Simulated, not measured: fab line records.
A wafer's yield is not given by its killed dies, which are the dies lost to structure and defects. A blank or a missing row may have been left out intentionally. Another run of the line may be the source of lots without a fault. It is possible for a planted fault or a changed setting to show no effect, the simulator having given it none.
fab line records	flow n5-finfet	part 1 of 2: steps 1 to 20 of 29
[record] lots = 5	wafers = 15	last-day = 18
route steps=1938 shown BEOL_M3@975
lots that met no fault: taken from a fault-free run of the same line
start-h: the number of hours between the record's first day and the start of the first shown wafer of the lot	wait-h: how many hours have passed since the lot's step before this one	" same as the row above	L1.1+2: several wafers, shown together as one row	- value missing, or start not given	* or withheld: withheld	< > ~ a bound
route shown NAME@n: NAME is a module with steps in the file, n the number in the route of the first one	usual: mean/standard deviation taken from wafers without a fault	same: alike in all rows	chamber/n: place in a boat	sites: per-site readings	_std_site: their standard deviation	_edge_site: inner sites' mean taken away from outer sites' mean	radius-mm: for every site, how far away it sits from the centre of the wafer	mask NAME#n: copy n	behind: tool/chamber where the wafer was last shaped	hold: the reason the lot was held/the length of the hold in hours/how it ended	device: transistor that didn't switch, given as n, p or np	end of line: the route-end tests of the same wafers	where a step has no rows: the recipe by itself	killed: at the first sort, the dies lost to defects and structure; wafer yield is something else	map: shows each die of a wafer: x if killed, . if not, _ if none is there
set.NAME: the setting as run; set.NAME@STEP: as run at that earlier step	model.NAME: the simulator's own value behind a step, which no gauge read
lots seen at some steps along the route; tables by step, rows by wafer
services: the hour from which a tool's chamber was out of use, counted from the record's first day as start-h (under 0 if before that day), plus the number of hours and why
[[steps]]
[step N5_BEOL_M3_STRIP_71]
[recipe] chemistry = N2/H2	temp-c = 40	n2-flow-sccm = 200	h2-flow-sccm = 200	rf-frequency-hz = 6e+07
lot.wafer	tool	chamber	start-h	wait-h
L075.3+5+6	rie-diel-01	2,2,3	172.75	0.0
L092.1+2+4	rie-diel-01	1,2,0	274.53	0.0
L095.1+5+6	rie-diel-02	2,2,3	279.72	0.0
L096.1+5+6	rie-diel-03	1,2,1	285.62	0.0
L097.1+3+6	rie-diel-03	0,1,1	297.07	0.0
[step N5_BEOL_M3_STRIP_78]
[recipe] chemistry = N2/H2	temp-c = 40	n2-flow-sccm = 200	h2-flow-sccm = 200	rf-frequency-hz = 6e+07
lot.wafer	tool	chamber	start-h	wait-h
L075.3+5+6	rie-diel-01	2,2,3	172.76	0.0
L092.1+2+4	rie-diel-01	1,2,0	274.54	0.0
L095.1+5+6	rie-diel-02	2,2,3	279.73	0.0
L096.1+5+6	rie-diel-03	1,2,1	285.63	0.0
L097.1+3+6	rie-diel-03	0,1,1	297.08	0.0
[step N5_BEOL_M3_VIA_ETCH_34]
[recipe] chemistry = C4F6/O2	target-depth-a = 694	mask-material = SOC	pressure-mtorr = 15	ion-energy-ev = 250	taper-deg = 4	time-s = 65.9	source-w = 350	bias-w = 170	Ar_flow_sccm = 300	C4F6_flow_sccm = 10	O2_flow_sccm = 10
[usual] drypump-motor-current-A = 6.0/0.38	oes-product-au = 0.77/0.067	rf-vpp-V = 666/7.1	showerhead-plenum-p-Torr = 2.80/0.099	throttle-valve-pct = 30.81/0.22
[same] time-s = 65.9
lot.wafer	tool	chamber	start-h	wait-h	drypump-motor-current-A	oes-product-au	rf-hours-counter-h	rf-vpp-V	showerhead-plenum-p-Torr	throttle-valve-pct
L075.3	rie-diel-01	2	172.77	0.0	5.5	0.67	254	676	2.90	31.22
L075.5	"	2	"	"	5.5	0.67	-	675	2.90	31.21
L075.6	"	3	"	"	6.0	0.74	-	658	2.84	30.77
L092.1	rie-diel-01	1	274.55	0.0	6.3	0.85	65	661	2.76	30.91
L092.2	"	2	"	"	5.5	0.91	19	675	2.89	30.99
L092.4	"	0	"	"	5.9	0.75	164	655	2.83	30.77
L095.1	rie-diel-02	2	279.74	0.0	6.7	0.68	251	668	2.68	30.91
L095.5	"	2	"	"	6.7	0.68	-	670	2.68	30.91
L095.6	"	3	"	"	5.3	0.79	-	665	2.75	30.83
L096.1	rie-diel-03	1	285.64	0.0	6.2	0.75	159	661	2.61	30.63
L096.5	"	2	"	"	5.9	0.68	-	673	2.81	31.18
L096.6	"	1	"	"	6.2	0.75	-	660	2.61	30.62
L097.1	rie-diel-03	0	297.09	0.0	5.9	0.79	102	670	2.85	30.94
L097.3	"	1	"	"	6.2	0.74	163	659	2.61	30.64
L097.6	"	1	"	"	6.2	0.75	-	661	2.61	30.63
[step N5_BEOL_M3_STRIP_83]
[recipe] chemistry = C4F6/O2	resist = SiARC	rf-frequency-hz = 6e+07
lot.wafer	tool	chamber	start-h	wait-h
L075.3+5+6	rie-diel-01	2,2,3	172.82	0.0
L092.1+2+4	rie-diel-01	1,2,0	274.60	0.0
L095.1+5+6	rie-diel-02	2,2,3	279.79	0.0
L096.1+5+6	rie-diel-03	1,2,1	285.69	0.0
L097.1+3+6	rie-diel-03	0,1,1	297.14	0.0
[step N5_BEOL_M3_STRIP_36]
[recipe] chemistry = N2/H2	power-w = 450	temp-c = 40	pressure-mtorr = 20	rf-frequency-hz = 6e+07	overash-fraction = 0.3	bias-power-w = 7	h2-frac = 0.5	n2-flow-sccm = 200	h2-flow-sccm = 200
[usual] drypump-motor-current-A = 6.0/0.38	n2-flow-sccm = 200.0/0.62	oes-product-au = 0.77/0.067	rf-vpp-V = 59.0/1.3	showerhead-plenum-p-Torr = 2.50/0.092	throttle-valve-pct = 23.72/0.25
lot.wafer	tool	chamber	start-h	wait-h	drypump-motor-current-A	n2-flow-sccm	oes-product-au	rf-hours-counter-h	rf-vpp-V	showerhead-plenum-p-Torr	throttle-valve-pct
L075.3	rie-diel-01	2	172.83	0.0	5.5	200.4	0.68	254	61.7	2.60	24.40
L075.5	"	2	"	"	5.5	199.8	0.67	-	58.2	2.59	24.43
L075.6	"	3	"	"	6.0	200.0	0.72	-	59.6	2.52	23.55
L092.1	rie-diel-01	1	274.61	0.0	6.3	201.9	0.83	65	59.5	2.46	23.68
L092.2	"	2	"	"	5.5	200.9	0.91	19	60.8	2.59	24.10
L092.4	"	0	"	"	5.9	199.9	0.75	164	59.3	2.54	23.74
L095.1	rie-diel-02	2	279.80	0.0	6.8	199.9	0.69	251	59.2	2.39	23.77
L095.5	"	2	"	"	6.7	200.6	0.69	-	58.4	2.39	23.74
L095.6	"	3	"	"	5.3	199.2	0.81	-	59.6	2.45	23.70
L096.1	rie-diel-03	1	285.70	0.0	6.2	200.1	0.74	159	59.6	2.33	23.66
L096.5	"	2	"	"	5.9	199.7	0.67	-	59.0	2.51	24.04
L096.6	"	1	"	"	6.2	200.0	0.74	-	57.7	2.33	23.64
L097.1	rie-diel-03	0	297.15	0.0	5.8	200.0	0.80	102	59.2	2.56	24.09
L097.3	"	1	"	"	6.2	199.3	0.73	163	56.5	2.33	23.67
L097.6	"	1	"	"	6.2	199.3	0.75	-	60.0	2.33	23.68
[step N5_BEOL_M3_TRENCH_ETCH_37]
[recipe] chemistry = C4F6/O2	target-depth-a = 555.55	target = SiOC	time-s = 29.2	ion-energy-ev = 250	pressure-mtorr = 30	source-w = 355	bias-w = 185	Ar_flow_sccm = 300	C4F6_flow_sccm = 10	O2_flow_sccm = 10
[usual] drypump-motor-current-A = 6.0/0.37	oes-product-au = 0.77/0.067	rf-vpp-V = 665/7.3	showerhead-plenum-p-Torr = 2.80/0.099	throttle-valve-pct = 20.94/0.21
[same] time-s = 29.2
lot.wafer	tool	chamber	start-h	wait-h	drypump-motor-current-A	oes-product-au	rf-hours-counter-h	rf-vpp-V	showerhead-plenum-p-Torr	throttle-valve-pct
L075.3	rie-diel-01	2	-	-	5.5	0.68	254	674	2.90	21.33
L075.5	"	2	"	"	5.5	0.68	-	675	2.90	21.31
L075.6	"	3	"	"	6.0	0.74	-	657	2.84	20.92
L092.1	rie-diel-01	1	-	-	6.3	0.85	65	661	2.76	21.02
L092.2	"	2	"	"	5.5	0.91	19	677	2.89	20.97
L092.4	"	0	"	"	5.9	0.74	164	655	2.84	20.96
L095.1	rie-diel-02	2	-	-	6.7	0.69	251	669	2.69	21.07
L095.5	"	2	"	"	6.7	0.68	-	669	2.69	21.07
L095.6	"	3	"	"	5.3	0.79	-	664	2.75	21.02
L096.1	rie-diel-03	1	-	-	6.2	0.74	159	662	2.62	20.79
L096.5	"	2	"	"	5.9	0.68	-	671	2.82	21.29
L096.6	"	1	"	"	6.2	0.74	-	662	2.61	20.82
L097.1	rie-diel-03	0	-	-	5.9	0.78	102	670	2.86	21.06
L097.3	"	1	"	"	6.2	0.74	163	662	2.61	20.80
L097.6	"	1	"	"	6.2	0.75	-	662	2.61	20.81
[step N5_BEOL_M3_ETCH_41]
[recipe] chemistry = CH3F/O2	target = SiCN	target-depth-a = 299	taper-deg = 2	time-s = 52.5	ion-energy-ev = 120	mask-material = TiN	pressure-mtorr = 30	source-w = 395	bias-w = 75	Ar_flow_sccm = 150	CH3F_flow_sccm = 30	O2_flow_sccm = 20
[usual] CH3F_flow_sccm = 29.99/0.076	drypump-motor-current-A = 6.0/0.38	oes-product-au = 0.77/0.067	rf-vpp-V = 296.7/1.8	showerhead-plenum-p-Torr = 1.97/0.073	throttle-valve-pct = 16.41/0.21
[same] time-s = 52.5
lot.wafer	tool	chamber	start-h	wait-h	CH3F_flow_sccm	drypump-motor-current-A	oes-product-au	rf-hours-counter-h	rf-vpp-V	showerhead-plenum-p-Torr	throttle-valve-pct
L075.3	rie-diel-01	2	-	-	30.04	5.5	0.67	254	298.1	2.04	16.81
L075.5	"	2	"	"	29.93	5.5	0.68	-	299.5	2.04	16.82
L075.6	"	3	"	"	29.84	6.0	0.74	-	297.1	1.99	16.39
L092.1	rie-diel-01	1	-	-	29.92	6.3	0.85	65	296.3	1.94	16.45
L092.2	"	2	"	"	30.00	5.5	0.91	19	297.7	2.04	16.37
L092.4	"	0	"	"	29.94	5.9	0.74	164	298.0	2.00	16.44
L095.1	rie-diel-02	2	-	-	30.09	6.7	0.69	251	294.1	1.88	16.57
L095.5	"	2	"	"	30.03	6.7	0.68	-	294.7	1.88	16.56
L095.6	"	3	"	"	29.87	5.3	0.79	-	297.6	1.93	16.44
L096.1	rie-diel-03	1	-	-	30.05	6.2	0.75	159	293.7	1.83	16.31
L096.5	"	2	"	"	29.99	5.9	0.67	-	297.7	1.98	16.75
L096.6	"	1	"	"	30.05	6.2	0.75	-	293.1	1.83	16.32
L097.1	rie-diel-03	0	-	-	29.89	5.8	0.77	102	298.3	2.01	16.48
L097.3	"	1	"	"	29.96	6.2	0.74	164	292.3	1.83	16.32
L097.6	"	1	"	"	30.03	6.2	0.74	-	293.8	1.83	16.33
[step N5_BEOL_M3_STRIP_97]
[recipe] chemistry = N2/H2	time-s = 10	power-w = 450	temp-c = 40	pressure-mtorr = 20	rf-frequency-hz = 6e+07	bias-power-w = 7	n2-flow-sccm = 200	h2-flow-sccm = 200
[usual] drypump-motor-current-A = 6.0/0.38	n2-flow-sccm = 200.1/0.69	oes-product-au = 0.77/0.067	rf-vpp-V = 59.1/0.84	showerhead-plenum-p-Torr = 2.50/0.092	throttle-valve-pct = 23.72/0.25
[same] time-s = 10
lot.wafer	tool	chamber	start-h	wait-h	drypump-motor-current-A	n2-flow-sccm	oes-product-au	rf-hours-counter-h	rf-vpp-V	showerhead-plenum-p-Torr	throttle-valve-pct
L075.3	rie-diel-01	2	-	-	5.5	202.1	0.67	254	59.3	2.60	24.43
L075.5	"	2	"	"	5.5	200.9	0.68	-	60.4	2.60	24.41
L075.6	"	3	"	"	6.0	200.2	0.73	-	58.3	2.52	23.51
L092.1	rie-diel-01	1	-	-	6.3	200.3	0.85	65	57.4	2.46	23.68
L092.2	"	2	"	"	5.5	199.1	0.92	19	59.4	2.59	24.10
L092.4	"	0	"	"	5.9	200.6	0.74	164	58.3	2.54	23.73
L095.1	rie-diel-02	2	-	-	6.7	200.7	0.68	251	59.6	2.39	23.74
L095.5	"	2	"	"	6.7	201.0	0.68	-	57.5	2.39	23.74
L095.6	"	3	"	"	5.3	200.6	0.79	-	59.2	2.45	23.71
L096.1	rie-diel-03	1	-	-	6.2	201.0	0.75	159	58.0	2.33	23.67
L096.5	"	2	"	"	6.0	200.6	0.67	-	59.6	2.51	24.01
L096.6	"	1	"	"	6.2	200.1	0.74	-	58.3	2.33	23.66
L097.1	rie-diel-03	0	-	-	5.9	200.8	0.79	102	58.2	2.55	24.12
L097.3	"	1	"	"	6.2	199.5	0.75	164	59.6	2.33	23.67
L097.6	"	1	"	"	6.2	199.0	0.74	-	58.3	2.33	23.68
[step N5_BEOL_M3_OCD_MEAS_38]
[usual] trench-depth-nm = 55.3/0.86
lot.wafer	tool	chamber	start-h	wait-h	trench-depth-nm
L075.3	ocd-02	-	173.02	-	53.9
L075.5	"	-	"	"	53.7
L075.6	"	-	"	"	55.0
L092.1	ocd-02	-	274.80	-	56.4
L092.2	"	-	"	"	55.9
L092.4	"	-	"	"	55.1
L095.1	ocd-02	-	279.99	-	54.1
L095.5	"	-	"	"	54.3
L095.6	"	-	"	"	56.1
L096.1	ocd-01	-	285.89	-	54.0
L096.5	"	-	"	"	54.2
L096.6	"	-	"	"	54.4
L097.1	ocd-02	-	297.35	-	55.3
L097.3	"	-	"	"	54.7
L097.6	"	-	"	"	55.2
[step N5_BEOL_M3_HM_STRIP_39]
[recipe] chemistry = peroxide-tin-strip	material = TiN	target-depth-a = 250	temp-c = 50	time-s = 158
[usual] bath-heat-duty-pct = 7.3/0.84
[same] time-s = 158
lot.wafer	tool	chamber	start-h	wait-h	bath-heat-duty-pct
L075.3	wet-bench-03	2	173.05	0.0	8.6
L075.5	"	3	"	"	7.9
L075.6	"	0	"	"	8.1
L092.1	wet-bench-02	5	274.83	0.0	7.8
L092.2	"	1	"	"	8.3
L092.4	"	7	"	"	6.3
L095.1	wet-bench-03	3	280.03	0.0	8.7
L095.5	"	4	"	"	6.9
L095.6	"	0	"	"	7.5
L096.1	wet-bench-02	7	285.92	0.0	7.1
L096.5	"	4	"	"	9.3
L096.6	"	6	"	"	6.5
L097.1	wet-bench-03	4	297.38	0.0	6.4
L097.3	"	3	"	"	7.1
L097.6	"	6	"	"	7.8
[step N5_BEOL_M3_SRD_40]
[recipe] time-s = 30	temp-c = 23	rinse-liquid = diw	dry = ipa-marangoni
[usual] bath-heat-duty-pct = 3.8/0.51
[same] time-s = 30
lot.wafer	tool	chamber	start-h	wait-h	bath-heat-duty-pct
L075.3	wet-bench-03	2	173.10	0.0	4.1
L075.5	"	3	"	"	4.1
L075.6	"	0	"	"	4.0
L092.1	wet-bench-02	5	274.88	0.0	3.0
L092.2	"	1	"	"	4.5
L092.4	"	7	"	"	3.3
L095.1	wet-bench-03	3	280.07	0.0	4.7
L095.5	"	4	"	"	3.7
L095.6	"	0	"	"	4.6
L096.1	wet-bench-02	7	285.97	0.0	3.5
L096.5	"	4	"	"	4.3
L096.6	"	6	"	"	3.8
L097.1	wet-bench-03	4	297.43	0.0	4.0
L097.3	"	3	"	"	4.1
L097.6	"	6	"	"	4.0
[step N5_BEOL_M3_PRECLEAN_42]
[recipe] chemistry = residue-remover	time-s = 60	temp-c = 40
[usual] bath-heat-duty-pct = 4.7/0.56
[same] time-s = 60
lot.wafer	tool	chamber	start-h	wait-h	bath-heat-duty-pct
L075.3	wet-bench-03	2	173.12	0.0	4.8
L075.5	"	3	"	"	5.9
L075.6	"	0	"	"	5.2
L092.1	wet-bench-02	5	274.90	0.0	4.8
L092.2	"	1	"	"	3.9
L092.4	"	7	"	"	4.3
L095.1	wet-bench-03	3	280.09	0.0	6.0
L095.5	"	4	"	"	4.7
L095.6	"	0	"	"	5.5
L096.1	wet-bench-02	7	285.99	0.0	4.6
L096.5	"	4	"	"	5.8
L096.6	"	6	"	"	4.5
L097.1	wet-bench-03	4	297.44	0.0	4.8
L097.3	"	3	"	"	5.0
L097.6	"	6	"	"	4.4
[step N5_BEOL_M3_SRD_43]
[recipe] time-s = 30	temp-c = 23	rinse-liquid = diw	dry = ipa-marangoni
[usual] bath-heat-duty-pct = 3.8/0.52
[same] time-s = 30
lot.wafer	tool	chamber	start-h	wait-h	bath-heat-duty-pct
L075.3	wet-bench-03	2	173.13	0.0	4.9
L075.5	"	3	"	"	3.9
L075.6	"	0	"	"	3.8
L092.1	wet-bench-02	5	274.91	0.0	3.6
L092.2	"	1	"	"	3.8
L092.4	"	7	"	"	3.8
L095.1	wet-bench-03	3	280.11	0.0	4.4
L095.5	"	4	"	"	3.2
L095.6	"	0	"	"	4.2
L096.1	wet-bench-02	7	286.00	0.0	3.4
L096.5	"	4	"	"	3.6
L096.6	"	6	"	"	3.2
L097.1	wet-bench-03	4	297.46	0.0	3.7
L097.3	"	3	"	"	3.5
L097.6	"	6	"	"	3.7
[step N5_BEOL_M3_CD_MEAS_35]
[recipe] target-cd-nm = 18	target-cd-y-nm = 21	polarity = opening
[usual] cd-nm = 17.9/0.31
lot.wafer	tool	chamber	start-h	wait-h	cd-nm
L075.3	cd-sem-01	-	173.17	0.0	18.2
L075.5	"	-	"	"	18.3
L075.6	"	-	"	"	18.1
L092.1	cd-sem-01	-	274.95	0.0	17.3
L092.2	"	-	"	"	17.7
L092.4	"	-	"	"	18.0
L095.1	cd-sem-02	-	280.15	0.0	18.0
L095.5	"	-	"	"	17.4
L095.6	"	-	"	"	17.9
L096.1	cd-sem-02	-	286.05	0.0	18.0
L096.5	"	-	"	"	17.8
L096.6	"	-	"	"	18.4
L097.1	cd-sem-02	-	297.50	0.0	18.2
L097.3	"	-	"	"	17.5
L097.6	"	-	"	"	18.4
[step N5_BEOL_M3_DEGAS_44]
[recipe] ambient = vacuum	temp-c = 250	time-s = 60
[usual] heater-power-w = 340/20
[same] time-s = 60
lot.wafer	tool	chamber	start-h	wait-h	heater-power-w
L075.3	pvd-sputter-01	-	173.49	0.3	339
L075.5	"	-	"	"	330
L075.6	"	-	"	"	347
L092.1	pvd-sputter-01	-	276.22	1.3	344
L092.2	"	-	"	"	309
L092.4	"	-	"	"	335
L095.1	pvd-sputter-03	-	280.21	0.1	342
L095.5	"	-	"	"	314
L095.6	"	-	"	"	337
L096.1	pvd-sputter-03	-	286.43	0.4	340
L096.5	"	-	"	"	320
L096.6	"	-	"	"	355
L097.1	pvd-sputter-03	-	298.16	0.7	358
L097.3	"	-	"	"	376
L097.6	"	-	"	"	368
[step N5_BEOL_M3_PRE_CLEAN_45]
[recipe] gas = H2/He	time-s = 30	temp-c = 250
[usual] heater-power-w = 340/20
[same] time-s = 30
lot.wafer	tool	chamber	start-h	wait-h	heater-power-w
L075.3	pvd-sputter-01	-	173.53	0.0	347
L075.5	"	-	"	"	328
L075.6	"	-	"	"	350
L092.1	pvd-sputter-01	-	276.26	0.0	350
L092.2	"	-	"	"	313
L092.4	"	-	"	"	327
L095.1	pvd-sputter-03	-	280.25	0.0	341
L095.5	"	-	"	"	319
L095.6	"	-	"	"	339
L096.1	pvd-sputter-03	-	286.47	0.0	343
L096.5	"	-	"	"	320
L096.6	"	-	"	"	338
L097.1	pvd-sputter-03	-	298.20	0.0	360
L097.3	"	-	"	"	377
L097.6	"	-	"	"	378
[step N5_BEOL_M3_ALD_84]
[recipe] material = TaN	target-thk-a = *	temp-c = 275	ald-precursor-family = PDMAT	ald-co-reactant = NH3	pressure-torr = 3	carrier-flow-sccm = 1500	pulse-time-s = 2	purge-time-s = 3	co-reactant-purge-time-s = 2	co-reactant-pulse-time-s = 3	ald-cycles = 30	precursor-vessel-temp-c = 75	precursor-vessel-pressure-torr = 26.25	precursor-vessel-carrier-sccm = 1000
[usual] heater-power-w = 422/40	precursor-vessel-carrier-sccm = 1000.2/3
lot.wafer	tool	chamber	start-h	wait-h	heater-power-w	precursor-vessel-carrier-sccm
L075.3	ald-metal-03	2	173.61	0.1	388	994.4
L075.5	"	2	"	"	382	997.4
L075.6	"	3	"	"	413	1001.7
L092.1	ald-metal-03	0	276.34	0.1	434	997.2
L092.2	"	3	"	"	400	1000.2
L092.4	"	2	"	"	385	996.9
L095.1	ald-metal-02	0	280.40	0.1	471	998.3
L095.5	"	0	"	"	460	1002.7
L095.6	"	1	"	"	420	1000.4
L096.1	ald-metal-02	0	286.53	0.0	449	998.5
L096.5	"	1	"	"	413	998.5
L096.6	"	2	"	"	454	1001.5
L097.1	ald-metal-03	0	298.29	0.1	437	1002.1
L097.3	"	3	"	"	402	1008.9
L097.6	"	0	"	"	435	1002.0
[step N5_BEOL_M3_SURFACE_TREAT_85]
[recipe] gas = Ar	time-s = *	ion-energy-ev = *	ion-current-ma-cm2 = 0.5	pressure-mtorr = *	ar-flow-sccm = 30
[usual] ar-flow-sccm = 30.01/0.094	throttle-valve-pct = *
[same] time-s = *
lot.wafer	tool	chamber	start-h	wait-h	ar-flow-sccm	throttle-valve-pct
L075.3	pvd-sputter-02	-	173.97	0.3	30.01	*
L075.5	"	-	"	"	30.10	*
L075.6	"	-	"	"	30.20	*
L092.1	pvd-sputter-01	-	276.64	0.2	30.00	*
L092.2	"	-	"	"	29.96	*
L092.4	"	-	"	"	29.99	*
L095.1	pvd-sputter-02	-	281.08	0.6	30.00	*
L095.5	"	-	"	"	29.90	*
L095.6	"	-	"	"	30.03	*
L096.1	pvd-sputter-03	-	286.83	0.2	29.87	*
L096.5	"	-	"	"	30.10	*
L096.6	"	-	"	"	30.00	*
L097.1	pvd-sputter-03	-	298.72	0.3	29.92	*
L097.3	"	-	"	"	30.06	*
L097.6	"	-	"	"	30.09	*
[step N5_BEOL_M3_CVD_47]
[recipe] material = Co	target-thk-a = 30	temp-c = withheld	precursor = CCTBA/H2	pressure-torr = 30	time-s = 223.8
[same] time-s = 223.8
lot.wafer	tool	chamber	start-h	wait-h
L075.3+5+6	cvd-co-02	0,2,1	174.05	0.1
L092.1+2+4	cvd-co-02	2,1,0	276.72	0.1
L095.1+5+6	cvd-co-01	2,2,1	281.37	0.3
L096.1+5+6	cvd-co-02	0,1,2	286.95	0.1
L097.1+3+6	cvd-co-01	1,2,1	298.78	0.0
[step N5_BEOL_M3_SPUTTER_48]
[recipe] material = Cu	target-thk-a = 45	temp-c = -20	chamber-pressure-pa = 0.07	power-w = withheld	time-s = 8.29
[usual] chuck-gas-flow-sccm = 1.26/0.053	throttle-valve-pct = 30.0/1
[same] time-s = 8.29
lot.wafer	tool	chamber	start-h	wait-h	chuck-gas-flow-sccm	throttle-valve-pct
L075.3	pvd-sputter-01	-	174.41	0.3	1.31	29.2
L075.5	"	-	"	"	1.29	29.5
L075.6	"	-	"	"	1.31	30.3
L092.1	pvd-sputter-03	-	277.15	0.4	1.27	31.0
L092.2	"	-	"	"	1.20	29.0
L092.4	"	-	"	"	1.31	30.2
L095.1	pvd-sputter-03	-	282.21	0.8	1.25	30.1
L095.5	"	-	"	"	1.24	31.2
L095.6	"	-	"	"	1.29	30.4
L096.1	pvd-sputter-02	-	287.30	0.3	1.30	28.0
L096.5	"	-	"	"	1.26	32.8
L096.6	"	-	"	"	1.28	28.9
L097.1	pvd-sputter-01	-	298.94	0.1	1.24	29.0
L097.3	"	-	"	"	1.30	30.2
L097.6	"	-	"	"	1.21	30.4
